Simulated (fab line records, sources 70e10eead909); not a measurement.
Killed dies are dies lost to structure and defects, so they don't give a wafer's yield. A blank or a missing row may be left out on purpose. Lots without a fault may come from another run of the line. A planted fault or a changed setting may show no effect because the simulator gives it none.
One fault seen from 2 desks | flow nand_harc | each desk has only its own numbers; what lay behind them comes last

THE METROLOGY DESK
What the gauges read, lot by lot, whatever tool the lot ran on: means of the sampled wafers that have a number. A lot is out of limits, marked OUT, if its mean lies more than 4 standard deviations from the usual mean; the brackets give that distance.
Columns: A = cd_nm at NHARC_A_CHANNEL_HOLE_D2_CD_MEAS_18, usual 99.6 nm
lot  | first seen here | A
L739 | day 14 00:41    | 98.7
L740 | day 14 13:49    | 97.9
L741 | day 14 15:38    | 98.8
L742 | day 15 18:07    | 97.3
L745 | day 16 10:29    | 96.5
L746 | day 16 10:47    | 102.6
L752 | day 19 07:22    | 100.8
L754 | day 19 18:10    | 99.3
L757 | day 20 17:25    | 98.9
L761 | day 23 01:10    | 103.1
L760 | day 23 01:34    | 101.8
This desk's finding: nothing out of limits on any of the 11 lots.

THE TOOL OWNER'S DESK: har_etch-01
The tool's own readings at NHARC_A_CHANNEL_HOLE_D2_ETCH_22 (etches the open film in C4F8/O2/Ar, time 666.7 s, target depth 1600 nm): means of the sampled wafers that have a number, for each lot that ran on this tool. A lot is out of limits, marked OUT, if its mean lies more than 4 standard deviations from the usual mean; the brackets give that distance.
Columns: A = drypump_motor_current_A at NHARC_A_CHANNEL_HOLE_D2_ETCH_22, usual 5.8 A; B = o2_flow_sccm at NHARC_A_CHANNEL_HOLE_D2_ETCH_22, usual 35.68 sccm; C = oes_air_line_au at NHARC_A_CHANNEL_HOLE_D2_ETCH_22, usual 1.001 a.u.; D = showerhead_plenum_p_Torr at NHARC_A_CHANNEL_HOLE_D2_ETCH_22, usual 3.71 Torr; E = throttle_valve_pct at NHARC_A_CHANNEL_HOLE_D2_ETCH_22, usual 32.154 %
lot  | first seen here | A   | B     | C     | D    | E
L740 | day 14 16:24    | 5.7 | 35.74 | 0.997 | 3.69 | 32.159
L741 | day 14 20:32    | 6.2 | 35.77 | 1.011 | 3.68 | 32.161
L745 | day 16 11:25    | 5.9 | 35.74 | 1.000 | 3.67 | 32.164
L752 | day 19 08:28    | 6.4 | 35.83 | 0.988 | 3.65 | 32.159
L754 | day 19 19:07    | 6.1 | 35.73 | 0.990 | 3.65 | 32.154
L761 | day 23 02:13    | 5.9 | 35.70 | 1.016 | 3.62 | 32.162
This desk's finding: nothing out of limits on any of the 6 lots.

PUT TOGETHER
The metrology desk saw nothing out of limits.
The tool owner's desk saw nothing out of limits.

WHAT THE SIMULATOR HAD PUT IN
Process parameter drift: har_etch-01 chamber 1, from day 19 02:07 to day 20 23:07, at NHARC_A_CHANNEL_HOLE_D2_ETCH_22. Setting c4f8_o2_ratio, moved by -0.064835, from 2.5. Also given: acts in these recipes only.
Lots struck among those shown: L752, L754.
